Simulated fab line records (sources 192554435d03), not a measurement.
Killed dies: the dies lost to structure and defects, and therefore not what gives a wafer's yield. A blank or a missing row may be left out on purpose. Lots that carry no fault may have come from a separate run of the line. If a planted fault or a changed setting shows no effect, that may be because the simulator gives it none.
fab line records ; flow n5_finfet ; part 2 of 2: steps 5 to 6 of 6
record: lots: 22; wafers: 66; last_day: 18
route steps=1938 shown MOL_CONTACT_COAG@610 BEOL_M0_SAQP@636 BEOL_M0@718
lots that met no fault: taken from a fault-free run of the same line
start_h: start of the lot's first displayed wafer, in hours after the record's first day ; wait_h: how many hours have passed since the lot's step before this one ; " the same as in the row above ; L1.1+2: a row that stands for several wafers ; - value missing, or start not given ; * or withheld: withheld ; < > ~ a bound
route shown NAME@n: NAME is a module with steps in the file, n the number in the route of the first one ; usual: mean/standard deviation taken from wafers without a fault ; same: alike in all rows ; chamber/n: place in a boat ; sites: each site's reading ; _std_site: their standard deviation ; _edge_site: the outer-site mean with the inner-site mean subtracted ; radius_mm: for every site, how far away it sits from the centre of the wafer ; mask NAME#n: copy n ; behind: the last tool/chamber to shape the wafer ; hold: the reason the lot was held/the length of the hold in hours/how it ended ; device: which transistor (n, p or np) failed to switch ; end of line: at the end of the route, the tests of the same wafers ; a step with no rows: only its recipe ; killed: count of dies lost to structure and defects at first sort (not the wafer's yield) ; map: a wafer's dies, x killed, . not, _ none there
set.NAME: setting as actually run; set.NAME@STEP: the setting as run at that earlier step ; model.NAME: the simulator's own value behind a step, which no gauge read
route steps across a sampled set of lots; one table per step, one row per wafer
services: when a tool's chamber went out of use (start_h, in hours from the record's first day, below 0 if earlier), for how many hours, and the reason
== steps ==
step: N5_BEOL_M0_SAQP_RECESS_109
recipe: chemistry: HF/NH3; target: SiO2; target_depth_a: 30; afs_cycles: 1; temp_c: 30; sublimation_temp_c: 180; sublimation_time_s: 60
usual: drypump_motor_current_A: 5.9/0.57
lot.wafer;tool;chamber;start_h;wait_h;drypump_motor_current_A
L074.1;vapor_etch-01;0;119.88;1.7;6.1
L074.3;vapor_etch-01;0;119.88;1.7;6.2
L074.5;vapor_etch-01;0;119.88;1.7;6.2
L075.3;vapor_etch-01;1;123.25;0.2;5.7
L075.4;vapor_etch-01;0;123.25;0.2;6.2
L075.6;vapor_etch-01;0;123.25;0.2;6.1
L076.1;vapor_etch-01;1;128.86;0.4;5.7
L076.3;vapor_etch-01;0;128.86;0.4;6.2
L076.6;vapor_etch-01;1;128.86;0.4;5.7
L078.2;vapor_etch-01;1;141.01;0.0;5.7
L078.4;vapor_etch-01;1;141.01;0.0;5.7
L078.5;vapor_etch-01;1;141.01;0.0;5.7
L079.3;vapor_etch-02;1;143.89;0.1;4.7
L079.4;vapor_etch-02;0;143.89;0.1;6.8
L079.6;vapor_etch-02;0;143.89;0.1;6.9
L080.1;vapor_etch-01;0;146.75;0.0;6.2
L080.2;vapor_etch-01;1;146.75;0.0;5.7
L080.6;vapor_etch-01;1;146.75;0.0;5.7
L081.2;vapor_etch-01;0;162.97;0.0;6.2
L081.4;vapor_etch-01;0;162.97;0.0;6.2
L081.5;vapor_etch-01;0;162.97;0.0;6.2
L082.2;vapor_etch-02;0;166.33;0.0;6.8
L082.4;vapor_etch-02;0;166.33;0.0;6.8
L082.6;vapor_etch-02;0;166.33;0.0;6.8
L084.1;vapor_etch-01;1;170.32;0.4;5.7
L084.3;vapor_etch-01;1;170.32;0.4;5.7
L084.4;vapor_etch-01;0;170.32;0.4;6.1
L083.2;vapor_etch-01;0;170.80;0.5;6.1
L083.4;vapor_etch-01;0;170.80;0.5;6.2
L083.5;vapor_etch-01;0;170.80;0.5;6.2
L085.3;vapor_etch-02;1;182.81;0.1;4.7
L085.5;vapor_etch-02;0;182.81;0.1;6.8
L085.6;vapor_etch-02;1;182.81;0.1;4.7
L086.1;vapor_etch-01;1;195.85;0.0;5.7
L086.2;vapor_etch-01;0;195.85;0.0;6.2
L086.5;vapor_etch-01;1;195.85;0.0;5.7
L087.2;vapor_etch-01;0;196.91;0.0;6.2
L087.4;vapor_etch-01;0;196.91;0.0;6.2
L087.6;vapor_etch-01;1;196.91;0.0;5.7
L088.2;vapor_etch-02;0;204.04;0.0;6.9
L088.3;vapor_etch-02;0;204.04;0.0;6.8
L088.5;vapor_etch-02;1;204.04;0.0;4.7
L091.2;vapor_etch-01;1;213.19;0.0;5.7
L091.4;vapor_etch-01;1;213.19;0.0;5.7
L091.6;vapor_etch-01;1;213.19;0.0;5.7
L090.1;vapor_etch-02;0;215.30;0.0;6.8
L090.5;vapor_etch-02;0;215.30;0.0;6.8
L090.6;vapor_etch-02;1;215.30;0.0;4.7
L092.2;vapor_etch-01;1;221.27;0.0;5.8
L092.5;vapor_etch-01;1;221.27;0.0;5.7
L092.6;vapor_etch-01;0;221.27;0.0;6.2
L093.3;vapor_etch-02;0;229.39;0.1;6.8
L093.4;vapor_etch-02;1;229.39;0.1;4.7
L093.5;vapor_etch-02;1;229.39;0.1;4.7
L094.4;vapor_etch-01;0;236.98;0.1;6.2
L094.5;vapor_etch-01;1;236.98;0.1;5.7
L094.6;vapor_etch-01;0;236.98;0.1;6.2
L095.1;vapor_etch-01;1;242.02;0.0;5.7
L095.5;vapor_etch-01;0;242.02;0.0;6.2
L095.6;vapor_etch-01;1;242.02;0.0;5.7
L097.1;vapor_etch-01;1;248.77;0.0;5.7
L097.4;vapor_etch-01;1;248.77;0.0;5.7
L097.5;vapor_etch-01;0;248.77;0.0;6.2
L096.1;vapor_etch-01;0;250.74;0.0;6.2
L096.2;vapor_etch-01;1;250.74;0.0;5.7
L096.3;vapor_etch-01;1;250.74;0.0;5.7
step: N5_BEOL_M0_STRIP_104
recipe: chemistry: N2/H2; power_w: 450; temp_c: 40; pressure_mtorr: 20; rf_frequency_hz: 6e+07; overash_fraction: 0.3; bias_power_w: 7; h2_frac: 0.5; n2_flow_sccm: 200; h2_flow_sccm: 200
usual: drypump_motor_current_A: 5.7/0.32; oes_product_au: 0.79/0.084; rf_vpp_V: 59.3/1.7; showerhead_plenum_p_Torr: 2.52/0.094; throttle_valve_pct: 23.6/0.33
lot.wafer;tool;chamber;start_h;wait_h;drypump_motor_current_A;oes_product_au;rf_hours_counter_h;rf_vpp_V;showerhead_plenum_p_Torr;throttle_valve_pct
L074.1;rie_diel-01;2;125.75;0.0;6.2;0.69;247;60.8;2.59;23.6
L074.3;rie_diel-01;3;125.75;0.0;5.1;0.66;240;59.4;2.39;23.8
L074.5;rie_diel-01;1;125.75;0.0;5.9;0.82;-;57.8;2.67;23.2
L075.3;rie_diel-05;0;128.89;0.0;5.8;0.75;173;58.0;2.52;23.5
L075.4;rie_diel-05;1;128.89;0.0;5.9;0.90;-;58.6;2.57;23.0
L075.6;rie_diel-05;0;128.89;0.0;5.8;0.75;-;57.7;2.52;23.5
L076.1;rie_diel-01;1;132.64;0.0;5.9;0.81;84;57.9;2.66;23.2
L076.3;rie_diel-01;2;132.64;0.0;6.2;0.69;249;58.2;2.59;23.6
L076.6;rie_diel-01;0;132.64;0.0;6.2;0.81;-;63.1;2.54;23.5
L078.2;rie_diel-01;1;148.04;0.0;5.9;0.83;92;61.9;2.66;23.3
L078.4;rie_diel-01;3;148.04;0.0;5.1;0.65;-;61.1;2.39;23.8
L078.5;rie_diel-01;1;148.04;0.0;6.0;0.80;-;57.4;2.66;23.3
L079.3;rie_diel-01;1;149.72;0.0;6.0;0.81;93;60.2;2.66;23.3
L079.4;rie_diel-01;1;149.72;0.0;5.9;0.79;-;60.6;2.66;23.3
L079.6;rie_diel-01;3;149.72;0.0;5.1;0.64;-;58.2;2.39;23.8
L080.1;rie_diel-01;1;151.55;0.0;5.9;0.80;94;63.4;2.66;23.3
L080.2;rie_diel-01;0;151.55;0.0;6.2;0.80;109;59.1;2.54;23.5
L080.6;rie_diel-01;1;151.55;0.0;5.9;0.79;-;57.3;2.66;23.2
L081.2;rie_diel-03;2;167.74;0.0;5.7;0.76;163;58.4;2.44;23.8
L081.4;rie_diel-03;3;167.74;0.0;5.6;0.83;60;58.0;2.57;23.5
L081.5;rie_diel-03;3;167.74;0.0;5.6;0.84;-;62.2;2.57;23.5
L082.2;rie_diel-03;2;170.52;0.0;5.7;0.75;164;59.5;2.44;23.8
L082.4;rie_diel-03;3;170.52;0.0;5.6;0.83;61;59.0;2.57;23.5
L082.6;rie_diel-03;2;170.52;0.0;5.7;0.74;-;60.7;2.44;23.8
L084.1;rie_diel-01;2;178.64;0.0;6.2;0.95;15;60.2;2.58;23.5
L084.3;rie_diel-01;1;178.64;0.0;5.9;0.78;111;58.6;2.65;23.3
L084.4;rie_diel-01;0;178.64;0.0;6.2;0.78;-;59.2;2.53;23.5
L083.2;rie_diel-05;2;179.04;0.0;5.8;0.92;22;57.0;2.51;24.4
L083.4;rie_diel-05;3;179.04;0.0;5.3;0.93;11;59.5;2.48;23.8
L083.5;rie_diel-05;1;179.04;0.0;5.8;0.88;-;58.8;2.57;23.0
L085.3;rie_diel-03;3;193.42;0.0;5.6;0.85;70;59.8;2.57;23.5
L085.5;rie_diel-03;2;193.42;0.0;5.7;0.76;-;58.9;2.43;23.8
L085.6;rie_diel-03;1;193.42;0.0;5.4;0.70;-;58.0;2.37;23.5
L086.1;rie_diel-03;3;199.93;0.0;5.6;0.83;73;62.1;2.57;23.6
L086.2;rie_diel-03;0;199.93;0.0;5.5;0.71;204;59.4;2.61;23.9
L086.5;rie_diel-03;0;199.93;0.0;5.5;0.69;-;56.9;2.61;23.9
L087.2;rie_diel-03;0;201.33;0.0;5.6;0.68;205;62.3;2.61;23.9
L087.4;rie_diel-03;2;201.33;0.0;5.7;0.75;176;56.7;2.43;23.8
L087.6;rie_diel-03;2;201.33;0.0;5.7;0.75;-;55.4;2.43;23.9
L088.2;rie_diel-03;0;208.37;0.0;5.5;0.69;206;60.1;2.61;24.0
L088.3;rie_diel-03;3;208.37;0.0;5.6;0.81;75;59.7;2.57;23.5
L088.5;rie_diel-03;0;208.37;0.0;5.5;0.70;-;61.5;2.61;24.0
L091.2;rie_diel-05;1;217.69;0.0;5.8;0.88;57;59.2;2.56;23.0
L091.4;rie_diel-05;2;217.69;0.0;5.9;0.91;30;60.2;2.50;24.4
L091.6;rie_diel-05;1;217.69;0.0;5.9;0.88;-;59.7;2.56;23.0
L090.1;rie_diel-03;3;221.17;0.0;5.6;0.81;80;60.0;2.57;23.6
L090.5;rie_diel-03;3;221.17;0.0;5.6;0.82;-;59.5;2.57;23.6
L090.6;rie_diel-03;2;221.17;0.0;5.8;0.74;-;60.4;2.43;23.8
L092.2;rie_diel-05;2;227.77;0.0;5.9;0.89;33;56.8;2.50;24.4
L092.5;rie_diel-05;2;227.77;0.0;5.9;0.91;-;60.5;2.50;24.4
L092.6;rie_diel-05;3;227.77;0.0;5.3;0.91;-;58.5;2.47;23.9
L093.3;rie_diel-03;3;232.92;0.0;5.6;0.82;84;59.1;2.56;23.6
L093.4;rie_diel-03;2;232.92;0.0;5.7;0.74;186;58.7;2.43;23.8
L093.5;rie_diel-03;1;232.92;0.0;5.4;0.69;-;58.9;2.37;23.5
L094.4;rie_diel-01;1;243.72;0.0;5.9;0.76;132;61.2;2.65;23.3
L094.5;rie_diel-01;2;243.72;0.0;6.2;0.93;-;61.0;2.57;23.6
L094.6;rie_diel-01;3;243.72;0.0;5.1;0.89;-;59.8;2.70;23.4
L095.1;rie_diel-01;1;246.13;0.0;5.9;0.77;132;58.6;2.64;23.3
L095.5;rie_diel-01;2;246.13;0.0;6.2;0.92;-;57.7;2.57;23.5
L095.6;rie_diel-01;1;246.13;0.0;5.9;0.77;-;61.1;2.64;23.3
L097.1;rie_diel-05;3;254.16;0.0;5.3;0.92;32;57.3;2.47;23.8
L097.4;rie_diel-05;0;254.16;0.0;5.8;0.74;207;55.9;2.51;23.5
L097.5;rie_diel-05;2;254.16;0.0;5.8;0.88;-;60.5;2.50;24.4
L096.1;rie_diel-03;1;257.48;0.0;5.4;0.69;243;58.5;2.36;23.5
L096.2;rie_diel-03;0;257.48;0.0;5.5;0.69;222;60.0;2.60;24.0
L096.3;rie_diel-03;2;257.48;0.0;5.7;0.73;195;57.3;2.42;23.8
== services ==
tool;chamber;start_h;hours;kind
rie_diel-01;-;87.14;1.0;repair
rie_diel-02;3;87.44;2.6;repair
vapor_etch-02;-;104.60;29.9;repair
rie_diel-04;2;109.23;1.6;repair
rie_diel-06;2;112.41;19.7;repair
pecvd-04;0;136.78;13.9;repair
rie_diel-04;0;138.95;5.4;repair
rie_diel-01;-;141.22;1.0;repair
rie_diel-05;-;143.37;14.6;pm
rie_diel-03;3;149.91;2.5;repair
pecvd-04;1;170.87;13.4;repair
rie_diel-02;1;177.11;5.9;repair
rie_diel-05;-;180.40;15.6;pm
rie_diel-06;1;184.00;81.3;repair
rie_diel-02;3;191.84;6.5;repair
rie_diel-04;2;198.53;2.8;repair
rie_diel-06;2;218.19;13.6;repair
rie_diel-06;0;220.16;6.2;repair
pecvd-01;1;234.87;10.4;repair
pecvd-02;-;240.78;1.8;repair
rie_diel-02;3;243.66;9.1;repair
rie_diel-02;2;249.10;3.6;repair
rie_diel-03;-;253.52;0.4;repair
pecvd-04;-;255.35;2.8;pm
